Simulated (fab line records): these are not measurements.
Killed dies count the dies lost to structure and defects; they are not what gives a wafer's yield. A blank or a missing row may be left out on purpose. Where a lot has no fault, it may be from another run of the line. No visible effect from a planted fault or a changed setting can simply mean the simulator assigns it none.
The tool behind it: which one? | flow nand_harc | 13 lots with 39 wafers sampled at 6 steps, on a route of 1302 steps

== WHAT EACH GAUGE READ, for each wafer ==
NHARC_A_ONON_D1_THK_MEAS_02: measures by ellipsometry. Usual: 998 nm for thk_nm, sd 13.
lot  | measured     | on            | thk_nm (nm)    | flag
L589 | day 8 13:25  | film_metro-01 | 972 972 972    |
L590 | day 8 19:31  | film_metro-01 | 1001 999 1000  |
L592 | day 9 15:14  | film_metro-01 | 993 992 992    |
L594 | day 10 05:47 | film_metro-02 | 994 995 993    |
L595 | day 11 01:59 | film_metro-01 | 991 992 991    |
L596 | day 11 05:55 | film_metro-02 | 1004 1005 1005 |
L602 | day 13 21:13 | film_metro-01 | 1023 1023 1025 |
L603 | day 14 12:36 | film_metro-02 | 988 990 989    |
L605 | day 15 06:38 | film_metro-02 | 1009 1009 1008 |
L607 | day 15 22:52 | film_metro-02 | 982 981 982    |
L606 | day 15 22:52 | film_metro-01 | 970 970 971    |
L608 | day 16 04:32 | film_metro-01 | 1007 1006 1008 |
L609 | day 16 21:10 | film_metro-01 | 1004 1002 1004 |

NHARC_A_ONON_D1_THK_MEAS_30: measures by ellipsometry. Usual: 1001 nm for thk_nm, sd 9.4.
lot  | measured     | on            | thk_nm (nm)    | flag
L589 | day 9 01:35  | film_metro-02 | 1019 1016 1018 |
L590 | day 9 11:31  | film_metro-01 | 987 989 988    |
L592 | day 10 03:35 | film_metro-02 | 990 990 989    |
L594 | day 10 19:04 | film_metro-02 | 1551 996 1552  | OFF
L595 | day 11 17:55 | film_metro-02 | 1006 1004 1004 |
L596 | day 11 17:55 | film_metro-01 | 1560 1006 1560 | OFF
L602 | day 14 14:46 | film_metro-02 | 1002 1003 1004 |
L603 | day 15 00:57 | film_metro-01 | 1007 1007 1005 |
L605 | day 15 18:56 | film_metro-02 | 1009 1010 1010 |
L607 | day 16 15:19 | film_metro-01 | 998 996 997    |
L606 | day 16 15:09 | film_metro-01 | 991 993 994    |
L608 | day 16 15:31 | film_metro-01 | 1013 1013 1015 |
L609 | day 17 11:35 | film_metro-01 | 994 994 996    |

NHARC_END_SORT_01. Usual: killed_at_array 52, standard deviation 18; killed_at_other 0.6, standard deviation 0.83; killed_at_periphery 4.3, standard deviation 2.8; killed_dies 57, standard deviation 19; killed_open 3.4, standard deviation 2; killed_short 2.5, standard deviation 1.7.
lot  | measured     | on        | killed_at_array | killed_at_other | killed_at_periphery | killed_dies | killed_open | killed_short | flag
L594 | day 26 06:37 | prober-01 | 672 55 675      | 0 1 0           | 5 2 2               | 677 58 677  | 6 2 2       | 3 1 5        | OFF
L596 | day 27 15:25 | prober-01 | 674 64 674      | 1 1 0           | 2 2 3               | 677 67 677  | 3 2 4       | 3 2 4        | OFF

== TOOL THAT RAN EACH LOT (tool first, then ch and the chambers of the sampled wafers, then the start) ==
lot  | NHARC_A_ONON_D1_DEP_28           | NHARC_A_CHANNEL_HOLE_D1_DEP_01  | NHARC_A_CHANNEL_HOLE_D1_ETCH_34
L589 | pecvd_onon-04 ch 0, day 9 01:05  | pecvd-01 ch 0,2, day 9 04:10    | rie_diel-10 ch 0,2,3, no start
L590 | pecvd_onon-04 ch 0, day 9 11:01  | pecvd-02 ch 0,1, day 9 15:45    | rie_diel-13 ch 1,2,3, no start
L592 | pecvd_onon-04 ch 0, day 10 03:04 | pecvd-02 ch 0,1,2, day 10 06:07 | rie_diel-01 ch 0,1, no start
L594 | pecvd_onon-04 ch 0, day 10 18:33 | pecvd-01 ch 0, day 10 22:04     | rie_diel-13 ch 0, day 26 06:37 or earlier
L595 | pecvd_onon-02 ch 0, day 11 17:28 | pecvd-01 ch 0,1, day 11 20:30   | rie_diel-13 ch 1,2,3, no start
L596 | pecvd_onon-04 ch 0, day 11 17:24 | pecvd-03 ch 0, day 11 21:22     | rie_diel-01 ch 3, day 27 15:25 or earlier
L602 | pecvd_onon-04 ch 0, day 14 14:15 | pecvd-03 ch 0,2, day 14 17:21   | rie_diel-01 ch 0,2,3, no start
L603 | pecvd_onon-01 ch 0, day 15 00:26 | pecvd-01 ch 1,2, day 15 04:53   | rie_diel-10 ch 0,1, day 15 06:13
L605 | pecvd_onon-02 ch 0, day 15 18:29 | pecvd-03 ch 0,1, day 15 22:40   | rie_diel-01 ch 0,1,3, no start
L607 | pecvd_onon-01 ch 0, day 16 14:51 | pecvd-01 ch 0,1,2, day 16 18:00 | rie_diel-01 ch 0,3, no start
L606 | pecvd_onon-04 ch 0, day 16 14:42 | pecvd-02 ch 0,1,2, day 16 17:41 | rie_diel-13 ch 1,3, no start
L608 | pecvd_onon-04 ch 0, day 16 15:00 | pecvd-01 ch 1,2, day 16 19:36   | rie_diel-10 ch 0,1,2, no start
L609 | pecvd_onon-01 ch 0, day 17 11:05 | pecvd-02 ch 0,1,2, day 17 14:10 | rie_diel-13 ch 0,1,2, no start
- NHARC_A_ONON_D1_DEP_28: target thk 1000 nm.
- NHARC_A_CHANNEL_HOLE_D1_DEP_01: deposits SiON, target thk 140 nm.
- NHARC_A_CHANNEL_HOLE_D1_ETCH_34: etches the open film in CF4/CHF3, target depth 154 nm, time 77 s.

== WHAT THE TOOLS THEMSELVES READ (means of the sampled wafers that have a number; where no wafer has one, the mark that the record gives instead) ==
NHARC_A_CHANNEL_HOLE_D1_DEP_01. Usual: chamber_pressure_Torr 3.500 Torr, standard deviation 0.0074; heater_power_w 747 W, standard deviation 66.
lot  | tool     | chamber_pressure_Torr (Torr) | heater_power_w (W) | flag
L589 | pecvd-01 | 3.497                        | 806                |
L590 | pecvd-02 | 3.497                        | 739                |
L592 | pecvd-02 | 3.499                        | 768                |
L594 | pecvd-01 | 3.491                        | 896                |
L595 | pecvd-01 | 3.500                        | 791                |
L596 | pecvd-03 | 3.508                        | 716                |
L602 | pecvd-03 | 3.500                        | 832                |
L603 | pecvd-01 | 3.503                        | 674                |
L605 | pecvd-03 | 3.496                        | 792                |
L607 | pecvd-01 | 3.500                        | 764                |
L606 | pecvd-02 | 3.500                        | 731                |
L608 | pecvd-01 | 3.499                        | 676                |
L609 | pecvd-02 | 3.501                        | 734                |

NHARC_A_CHANNEL_HOLE_D1_ETCH_34. Usual: chf3_flow_sccm 30.00 sccm, standard deviation 0.08; drypump_motor_current_A 5.7 A, standard deviation 0.38; oes_product_au 0.951 a.u., standard deviation 0.024; rf_vpp_V 369.6 V, standard deviation 1.6; showerhead_plenum_p_Torr 1.54 Torr, standard deviation 0.045; throttle_valve_pct 16.801 %, standard deviation 0.0085.
lot  | tool        | chf3_flow_sccm (sccm) | drypump_motor_current_A (A) | oes_product_au (a.u.) | rf_vpp_V (V) | showerhead_plenum_p_Torr (Torr) | throttle_valve_pct (%) | flag
L589 | rie_diel-10 | 30.04                 | 5.7                         | 0.960                 | 371.2        | 1.59                            | 16.801                 |
L590 | rie_diel-13 | 29.97                 | 5.7                         | 0.965                 | 370.1        | 1.57                            | 16.796                 |
L592 | rie_diel-01 | 29.92                 | 5.7                         | 0.975                 | 369.9        | 1.56                            | 16.802                 |
L594 | rie_diel-13 | 29.99                 | 5.8                         | 0.934                 | 367.4        | 1.48                            | 16.797                 |
L595 | rie_diel-13 | 29.98                 | 5.7                         | 0.927                 | 370.3        | 1.56                            | 16.799                 |
L596 | rie_diel-01 | 29.78                 | 5.7                         | 0.949                 | 367.7        | 1.53                            | 16.808                 |
L602 | rie_diel-01 | 29.98                 | 5.7                         | 0.958                 | 369.3        | 1.53                            | 16.804                 |
L603 | rie_diel-10 | 29.95                 | 5.7                         | 0.990                 | 368.7        | 1.53                            | 16.792                 |
L605 | rie_diel-01 | 30.01                 | 5.8                         | 0.967                 | 369.0        | 1.54                            | 16.799                 |
L607 | rie_diel-01 | 30.03                 | 5.6                         | 0.922                 | 369.3        | 1.53                            | 16.797                 |
L606 | rie_diel-13 | 30.01                 | 6.1                         | 0.954                 | 370.1        | 1.53                            | 16.809                 |
L608 | rie_diel-10 | 30.00                 | 5.5                         | 0.923                 | 369.3        | 1.53                            | 16.796                 |
L609 | rie_diel-13 | 30.04                 | 5.9                         | 0.958                 | 369.2        | 1.52                            | 16.794                 |

== THE ANSWER, worked out from the rows above alone ==
Rule: take the mean of a lot's wafers that have a number; if it is more than 3 standard deviations from the usual mean, the lot is off. Also off: a lot with no number at a reading for which 4 or more lots have one. The other lots that the step has rows for count as sound. First the gauges in route order, then the tools' own readings, where a lot's mean is used as printed above. At the first step where some lot is off, the reading lying furthest off is the one used; lots without a number count as furthest.
Off: L594, L596 (NHARC_A_ONON_D1_THK_MEAS_30, thk_nm).
A tool fits if, at a process step before that reading, it ran every lot that is off, and no sound lot after the first of them. Not tried: the gauges at NHARC_A_ONON_D1_THK_MEAS_30; whatever is off there is also off at NHARC_END_SORT_01, on other tools, and gauge error can't account for it. Of those tried, none fits.

== WHAT THE SIMULATOR PUT IN ==
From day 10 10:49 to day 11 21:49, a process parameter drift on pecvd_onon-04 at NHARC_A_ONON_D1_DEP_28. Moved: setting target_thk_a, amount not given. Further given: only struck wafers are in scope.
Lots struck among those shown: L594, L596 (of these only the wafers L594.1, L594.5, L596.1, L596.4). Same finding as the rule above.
